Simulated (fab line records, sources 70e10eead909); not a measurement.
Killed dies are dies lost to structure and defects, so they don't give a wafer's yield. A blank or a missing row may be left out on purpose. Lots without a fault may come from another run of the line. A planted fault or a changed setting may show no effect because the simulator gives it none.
Tool commonality check | flow nand_harc | 3 lots, 9 wafers sampled

WHY IT WAS OPENED
At NHARC_END_SORT_01 the reading killed_at_array is flagged on 2 of 3 lots. Wafers without a fault read 47, standard deviation 18.
Rule: a lot is flagged when every wafer of it that has a number lies more than 4 standard deviations from that mean, or none has a number. The other lots count as sound.

lot  | measured     | on        | killed_at_array, wafer by wafer | flag
L506 | day 27 15:37 | prober-01 | 187 213 231                     | FLAGGED
L507 | day 28 05:11 | prober-02 | 205 173 192                     | FLAGGED
L518 | day 33 06:11 | prober-02 | 46 49 54                        |
The numbers of the flagged lots are 200 on average: +153 against the usual, or +9 standard deviations.

WHICH TOOL RAN EACH LOT
The record holds 3 process steps before the reading, out of a route of 1302 steps. In each cell: the tool, then ch and the chambers that the sampled wafers went through, then the start.
lot  | flag    | NHARC_A_SOURCE_PLATE_PVD_04  | NHARC_THIN_TSV_ETCHBACK_48         | NHARC_THIN_TSV_STRIP_62
L506 | FLAGGED | pvd_sputter-03, day 10 15:47 | rie_diel-10 ch 1,2,3, day 26 23:55 | plasma_asher-01 ch 0,1, day 27 00:17
L507 | FLAGGED | pvd_sputter-03, day 10 21:59 | rie_diel-13 ch 0,2, day 27 14:46   | plasma_asher-02 ch 0,1, day 27 15:07
L518 |         | pvd_sputter-02, day 15 10:23 | rie_diel-12 ch 0,1,3, day 32 14:25 | plasma_asher-02 ch 0,1, day 32 14:52
What these steps do:
- NHARC_A_SOURCE_PLATE_PVD_04: deposits WSi2, target thk 50 nm.
- NHARC_THIN_TSV_ETCHBACK_48: etches the open film in C4F8/Ar, target depth 1028.5 nm, time 405.17 s.
- NHARC_THIN_TSV_STRIP_62: strips in N2/H2, time 20 s.
- NHARC_END_SORT_01

FLAGGED OVER TOTAL, TOOL BY TOOL (the gauges that took the reading come last)
step                        | tool            | lots run | flagged | share of the flagged lots | sound lots run after its first flagged lot
NHARC_A_SOURCE_PLATE_PVD_04 | pvd_sputter-02  | 1        | 0       | none                      | -
NHARC_A_SOURCE_PLATE_PVD_04 | pvd_sputter-03  | 2        | 2       | all                       | 0
NHARC_THIN_TSV_ETCHBACK_48  | rie_diel-10     | 1        | 1       | some                      | 0
NHARC_THIN_TSV_ETCHBACK_48  | rie_diel-12     | 1        | 0       | none                      | -
NHARC_THIN_TSV_ETCHBACK_48  | rie_diel-13     | 1        | 1       | some                      | 0
NHARC_THIN_TSV_STRIP_62     | plasma_asher-01 | 1        | 1       | some                      | 0
NHARC_THIN_TSV_STRIP_62     | plasma_asher-02 | 2        | 1       | some                      | 1 (L518)
NHARC_END_SORT_01           | prober-01       | 1        | 1       | some                      | 0
NHARC_END_SORT_01           | prober-02       | 2        | 1       | some                      | 1 (L518)

WHAT THE TABLE ALLOWS
1 row of the table ran every flagged lot: pvd_sputter-03 at NHARC_A_SOURCE_PLATE_PVD_04.
- pvd_sputter-03 at NHARC_A_SOURCE_PLATE_PVD_04: 2 of its 2 lots flagged. It ran no sound lot before its first flagged lot in this sample, so the start can't be narrowed down.
One tool is left: pvd_sputter-03 at NHARC_A_SOURCE_PLATE_PVD_04.

WHAT THE SIMULATOR HAD PUT IN
Skipped step whole: pvd_sputter-03, from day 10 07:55 on, at NHARC_A_SOURCE_PLATE_PVD_04. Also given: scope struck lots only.
Lots struck among those shown: L506, L507. The rule above found the same.
